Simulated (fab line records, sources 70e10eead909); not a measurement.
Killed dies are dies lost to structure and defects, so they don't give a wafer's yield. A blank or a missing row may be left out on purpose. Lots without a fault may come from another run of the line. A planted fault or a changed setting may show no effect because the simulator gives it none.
A struck lot beside a sound one | flow nand_harc | 14 steps out of a route of 1159
Sound: wafers L845.1, L845.5, L845.6. Struck: wafer L855.1. (L855.5 of the same lot was not struck and is left out.) The cause comes at the end.
At each step with rows: each side's tool, then ch and its chambers, then its first start. Under that, the readings that differ: sound wafers | struck wafers | difference of the means | sigmas: that difference in standard deviations of wafers without a fault.
alike: readings whose means differ by less than 2 such deviations, and words and numbers that are the same on both sides. not compared: withheld readings, readings that some wafer has no value for, bounds like >300 that may hide the same value, and numbers for which the record gives no deviation and whose values overlap.
The two part at a step that has a row with sigmas, a row that says differs or no value, or rows on one side only. Numbers that don't overlap but have no deviation are shown without sigmas and don't part them. A reading that every wafer of one side lacks parts them only if that side has two wafers or more.

NHARC_A_CONTACT_DESCUM_13: chemistry O2, time 3 s.
  sound on rie_diel-08 ch 2,3, day 19 15:11; struck on rie_diel-11 ch 3, day 21 15:35
  alike: drypump_motor_current_A, oes_product_au, rf_vpp_V, showerhead_plenum_p_Torr, throttle_valve_pct
  not compared: rf_hours_counter_h
then, 3 steps without rows for these wafers: NHARC_A_CONTACT_ETCH_88 (etches the open film in CF4, target depth 39 nm, time 65 s); NHARC_A_CONTACT_ETCH_89 (etches the open film in N2/H2, target depth 260 nm, time 475.3 s); NHARC_A_CONTACT_ETCH_30 (etches the open film in CF4/CHF3, target depth 60.5 nm, time 30.2 s).
NHARC_A_CONTACT_ETCH_31: etches the open film in O2/COS, target depth 2000 nm, time 520 s.
  sound on rie_diel-08 ch 0,2,3; struck on rie_diel-11 ch 0
  alike: drypump_motor_current_A, oes_product_au, rf_fwd_power_W, rf_vpp_V, showerhead_plenum_p_Torr, throttle_valve_pct
  not compared: rf_hours_counter_h
then, 1 step without rows for these wafers: NHARC_A_CONTACT_ETCH_134 (etches the open film in C4F8/O2/Ar, time 140 s, target depth 700 nm).
NHARC_A_CONTACT_ETCH_135: etches the open film in C4F8/O2/Ar, time 132 s, target depth 1287 nm.
  sound on har_cap_etch-03 ch 0,1, day 19 16:23; struck on har_cap_etch-03 ch 0, day 21 17:22
  not compared: rf_hours_counter_h
NHARC_A_CONTACT_ETCH_136: etches the open film in C4F8/O2/Ar, time 132 s, target depth 1287 nm.
  sound on har_cap_etch-03 ch 0,1, day 19 16:30; struck on har_cap_etch-03 ch 0, day 21 17:29
  not compared: rf_hours_counter_h
then, 3 steps without rows for these wafers: NHARC_A_CONTACT_ETCH_137 (etches the open film in C4F8/O2/Ar, time 132 s, target depth 1287 nm); NHARC_A_CONTACT_ETCH_138 (etches the open film in C4F8/O2/Ar, time 132 s, target depth 1289 nm); NHARC_A_CONTACT_ETCH_139 (etches the open film in C4F8/O2/Ar, time 137 s, target depth 590 nm).
NHARC_A_CONTACT_ETCH_92: etches the open film in CH3F/O2, target depth 40 nm, time 85.7 s.
  sound on rie_diel-13 ch 0,1,3, day 19 17:17; struck on rie_diel-13 ch 3, day 21 18:14
  reading            | sound             | struck | difference | sigmas
  rf_fwd_power_W (W) | 494.9 495.4 495.8 | 499.0  | +3.6       | +2
  alike: drypump_motor_current_A, oes_product_au, rf_vpp_V, showerhead_plenum_p_Torr, throttle_valve_pct
  not compared: rf_hours_counter_h
NHARC_A_CONTACT_ETCH_98: etches the open film in C4F6/O2, target depth 20 nm, time 10 s.
  sound on rie_diel-13 ch 1,2,3, day 19 17:23; struck on rie_diel-13 ch 0, day 21 18:22
  reading               | sound             | struck | difference | sigmas
  oes_product_au (a.u.) | 0.941 0.955 0.942 | 0.773  | -0.173     | -9
  alike: drypump_motor_current_A, rf_fwd_power_W, rf_vpp_V, showerhead_plenum_p_Torr, throttle_valve_pct
  not compared: rf_hours_counter_h
NHARC_A_CONTACT_CD_MEAS_15:
  sound on cd_sem-03, day 19 17:29; struck on cd_sem-03, day 21 18:27
  reading    | sound          | struck | difference | sigmas
  cd_nm (nm) | 90.5 90.7 90.2 | 89.2   | -1.3       | -2

WHERE THEY PART
First at NHARC_A_CONTACT_ETCH_92; last, within this record, at NHARC_A_CONTACT_CD_MEAS_15.

WHY: what the simulator had put in
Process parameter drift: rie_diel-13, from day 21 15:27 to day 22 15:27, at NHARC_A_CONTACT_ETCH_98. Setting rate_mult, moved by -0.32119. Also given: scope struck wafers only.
